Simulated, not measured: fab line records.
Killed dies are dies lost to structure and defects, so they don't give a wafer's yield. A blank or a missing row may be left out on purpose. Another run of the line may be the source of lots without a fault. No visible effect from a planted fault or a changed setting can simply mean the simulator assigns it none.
Matching of chambers | flow nand-harc | 4 sister chambers for NHARC_A_STAIRCASE_DESCUM_252 on rie-diel-13
The step chemistry O2, time 3 s. 7 wafers are shown with their chamber, then 7 later ones without.

## EACH WAFER AND ITS CHAMBER
wafer  | chamber | showerhead-plenum-p-Torr (Torr) | oes-product-au (a.u.)
L078.1 | 0       | 1.96                            | 1.000
L077.5 | 2       | 1.83                            | 1.002
L082.1 | 3       | 1.90                            | 1.008
L082.3 | 1       | 2.06                            | 0.979
L082.6 | 2       | 1.83                            | 0.996
L093.2 | 3       | 1.89                            | 1.001
L093.4 | 1       | 2.05                            | 1.008

## WAFERS WITHOUT THEIR CHAMBER
wafer  | showerhead-plenum-p-Torr (Torr) | oes-product-au (a.u.)
L093.6 | 2.05                            | 1.004
L092.1 | 1.82                            | 1.005
L092.3 | 2.05                            | 1.002
L092.4 | 1.89                            | 1.004
L097.1 | 1.89                            | 1.004
L097.2 | 2.04                            | 0.996
L097.3 | 1.95                            | 1.017

## WHICH CHAMBER EACH WENT THROUGH
wafer  | from the rows above | in truth
L093.6 | 1                   | 1
L092.1 | 2                   | 2
L092.3 | 1                   | 1
L092.4 | 3                   | 3
L097.1 | 3                   | 3
L097.2 | 1                   | 1
L097.3 | 0                   | 0
Placed correctly: 7 of 7. Number that these rows cannot place: 0. Placed wrongly: 0.
How it was worked out, from the rows above alone: a wafer's distance from a chamber is the root of the sum, over the readings, of the square of ((its reading less the chamber's mean) divided by the reading's scatter). If the next closest chamber is less than 2 further off than the closest, the wafer can't be placed; otherwise it belongs to the closest. Each chamber's mean is taken over the wafers shown for it. How the scatter is found: for the shown wafers, subtract from each reading the mean of its chamber, square and add these, divide the total by (wafers less chambers), then take the root.
